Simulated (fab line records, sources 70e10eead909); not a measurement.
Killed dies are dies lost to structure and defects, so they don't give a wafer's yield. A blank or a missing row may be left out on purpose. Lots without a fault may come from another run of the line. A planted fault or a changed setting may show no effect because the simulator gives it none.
Chamber matching | flow nand_harc | NHARC_P_M2_DESCUM_14 on rie_diel-09: 4 sister chambers
The step chemistry O2, time 3 s. 24 wafers are shown with their chamber, then 12 later ones without.

WAFERS WITH THEIR CHAMBER
wafer  | chamber | drypump_motor_current_A (A) | oes_product_au (a.u.) | rf_vpp_V (V)
L074.1 | 3       | 6.3                         | 0.992                 | 55.7
L074.2 | 0       | 5.6                         | 0.996                 | 56.6
L074.6 | 1       | 5.8                         | 0.993                 | 57.1
L075.1 | 0       | 5.6                         | 1.016                 | 56.7
L075.3 | 3       | 6.3                         | 0.996                 | 57.0
L075.6 | 1       | 5.8                         | 0.996                 | 58.1
L077.1 | 1       | 5.9                         | 0.999                 | 57.6
L077.5 | 1       | 5.8                         | 0.997                 | 56.9
L077.6 | 0       | 5.6                         | 1.006                 | 56.6
L081.1 | 3       | 6.3                         | 0.997                 | 57.6
L081.3 | 0       | 5.6                         | 0.996                 | 57.3
L081.6 | 3       | 6.3                         | 1.000                 | 56.9
L084.2 | 0       | 5.6                         | 1.004                 | 56.7
L084.3 | 3       | 6.3                         | 0.999                 | 57.4
L084.5 | 0       | 5.6                         | 1.005                 | 56.1
L085.2 | 0       | 5.7                         | 0.991                 | 56.7
L085.4 | 2       | 5.9                         | 1.014                 | 57.3
L085.5 | 2       | 5.9                         | 1.022                 | 57.3
L087.4 | 3       | 6.3                         | 0.993                 | 58.3
L087.5 | 0       | 5.6                         | 0.996                 | 58.8
L087.6 | 3       | 6.3                         | 0.989                 | 57.7
L088.1 | 0       | 5.6                         | 0.999                 | 57.7
L088.3 | 1       | 5.8                         | 0.995                 | 56.5
L088.4 | 2       | 5.9                         | 1.004                 | 58.1

SIGNATURES (means of the wafers above)
reading                 | chamber 0 | chamber 1 | chamber 2 | chamber 3 | scatter within a chamber
drypump_motor_current_A | 5.611     | 5.820     | 5.900     | 6.300     | 0.0291
oes_product_au          | 1.00100   | 0.99600   | 1.01333   | 0.99514   | 0.00605
rf_vpp_V                | 57.022    | 57.240    | 57.567    | 57.229    | 0.749
Rule: a wafer's distance from a chamber is the root of the sum, over the readings, of the square of ((its reading less the chamber's mean) divided by the reading's scatter). The wafer belongs to the nearest chamber; if the next one is less than 2 further off, it can't be placed. The scatter: the root of (the sum of the squares of (reading less its chamber's mean) over the shown wafers, divided by (wafers less chambers)).

WAFERS WITHOUT THEIR CHAMBER
wafer  | drypump_motor_current_A (A) | oes_product_au (a.u.) | rf_vpp_V (V)
L090.1 | 5.9                         | 1.029                 | 57.9
L090.3 | 6.3                         | 0.998                 | 57.4
L090.5 | 5.9                         | 1.004                 | 56.7
L095.1 | 5.7                         | 0.999                 | 58.6
L095.2 | 5.8                         | 0.995                 | 57.5
L095.5 | 5.8                         | 1.014                 | 56.6
L094.1 | 5.8                         | 0.997                 | 57.3
L094.4 | 5.9                         | 0.999                 | 57.5
L094.6 | 6.4                         | 0.999                 | 57.3
L097.1 | 6.4                         | 1.017                 | 57.5
L097.2 | 5.8                         | 0.992                 | 57.8
L097.4 | 5.8                         | 1.004                 | 58.7

WHICH CHAMBER EACH WENT THROUGH
wafer  | from the rows above     | in truth
L090.1 | 2                       | 2
L090.3 | 3                       | 3
L090.5 | can't be placed: 2 or 1 | 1
L095.1 | can't be placed: 0 or 1 | 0
L095.2 | 1                       | 1
L095.5 | can't be placed: 1 or 2 | 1
L094.1 | 1                       | 1
L094.4 | can't be placed: 2 or 1 | 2
L094.6 | 3                       | 3
L097.1 | 3                       | 3
L097.2 | 1                       | 1
L097.4 | can't be placed: 1 or 2 | 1
Placed correctly: 7 of 12. Can't be placed from these rows: 5 (the true chamber is among the candidates in 5). Placed wrongly: 0.
